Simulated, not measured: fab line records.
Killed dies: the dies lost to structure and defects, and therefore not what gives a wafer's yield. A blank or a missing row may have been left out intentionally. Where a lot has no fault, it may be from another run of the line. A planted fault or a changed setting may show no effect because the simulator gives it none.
Matching of chambers | flow n5Finfet | N5_HKMG_FIN_ALD_75 on aldHk-03: 4 sister chambers
The step deposits Al2O3, target thk 1 nm, co reactant pulse time 1 s. 4 wafers are shown with their chamber, then 9 later ones without.

WAFERS PAIRED WITH THEIR CHAMBERS
wafer  | chamber | heaterPowerW (W)
L084.4 | 3       | 150
L086.1 | 2       | 162
L086.3 | 0       | 150
L086.4 | 1       | 147

WAFERS WITHOUT THEIR CHAMBER
wafer  | heaterPowerW (W)
L088.3 | 140
L088.5 | 141
L088.6 | 163
L089.3 | 154
L089.5 | 165
L089.6 | 139
L094.2 | 144
L094.4 | 154
L094.5 | 163

EACH ONE'S CHAMBER
wafer  | from the rows above               | in truth
L088.3 | can't be placed: 1 or 0 or 3      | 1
L088.5 | can't be placed: 1 or 0 or 3      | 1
L088.6 | 2                                 | 2
L089.3 | can't be placed: 0 or 3 or 1 or 2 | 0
L089.5 | 2                                 | 2
L089.6 | can't be placed: 1 or 0 or 3      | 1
L094.2 | can't be placed: 1 or 0 or 3      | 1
L094.4 | can't be placed: 0 or 3 or 1 or 2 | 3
L094.5 | 2                                 | 2
3 of 9 placed correctly. From these rows, 6 cannot be placed; in 6 the true chamber is one of the candidates. Placed wrongly: 0.
How it was worked out, from the rows above alone: a wafer's distance from a chamber is the root of the sum, over the readings, of the square of ((its reading less the chamber's mean) divided by the reading's scatter). The wafer belongs to the nearest chamber; if the next one is less than 2 further off, it can't be placed. A chamber's mean is the mean of its shown wafers. The scatter: with one shown wafer a chamber, the root of the mean of the squares of how far each hidden wafer lies from its nearest shown one.
